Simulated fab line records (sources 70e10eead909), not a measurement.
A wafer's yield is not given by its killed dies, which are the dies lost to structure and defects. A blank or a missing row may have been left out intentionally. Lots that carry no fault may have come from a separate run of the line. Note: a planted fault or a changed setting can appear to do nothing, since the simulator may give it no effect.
Chamber matching | flow nandHarc | 4 sister chambers for NHARC_A_STAIRCASE_ETCH_169 on rieDiel-06
The step etches the open film in CH3F/O2, target depth 50 nm, time 107.1 s. 4 wafers are shown with their chamber, then 12 later ones without.

== WAFERS, EACH WITH ITS CHAMBER ==
wafer  | chamber | showerheadPlenumPTorr (Torr)
L086.1 | 2       | 2.58
L086.2 | 3       | 2.57
L089.5 | 0       | 2.50
L089.6 | 1       | 2.39

== WAFERS WITH NO CHAMBER GIVEN ==
wafer  | showerheadPlenumPTorr (Torr)
L088.1 | 2.50
L088.3 | 2.39
L088.6 | 2.58
L093.1 | 2.56
L093.2 | 2.50
L093.6 | 2.56
L095.1 | 2.57
L095.3 | 2.56
L095.6 | 2.39
L097.3 | 2.56
L097.4 | 2.38
L097.6 | 2.38

== THE CHAMBER EACH PASSED THROUGH ==
wafer  | from the rows above     | in truth
L088.1 | 0                       | 0
L088.3 | 1                       | 1
L088.6 | can't be placed: 2 or 3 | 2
L093.1 | can't be placed: 3 or 2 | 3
L093.2 | 0                       | 0
L093.6 | can't be placed: 3 or 2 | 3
L095.1 | can't be placed: 3 or 2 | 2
L095.3 | can't be placed: 3 or 2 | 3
L095.6 | 1                       | 1
L097.3 | can't be placed: 3 or 2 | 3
L097.4 | 1                       | 1
L097.6 | 1                       | 1
Correctly placed: 6 of 12. Can't be placed from these rows: 6 (the true chamber is among the candidates in 6). Number placed wrongly: 0.
How it was worked out, from the rows above alone: a wafer's distance from a chamber is the root of the sum, over the readings, of the square of ((its reading less the chamber's mean) divided by the reading's scatter). If the next closest chamber is less than 2 further off than the closest, the wafer can't be placed; otherwise it belongs to the closest. For every chamber, the mean is computed from those of its wafers that are shown. The scatter (one wafer shown for each chamber): square how far every hidden wafer sits from the nearest shown wafer, average those squares and take the square root.
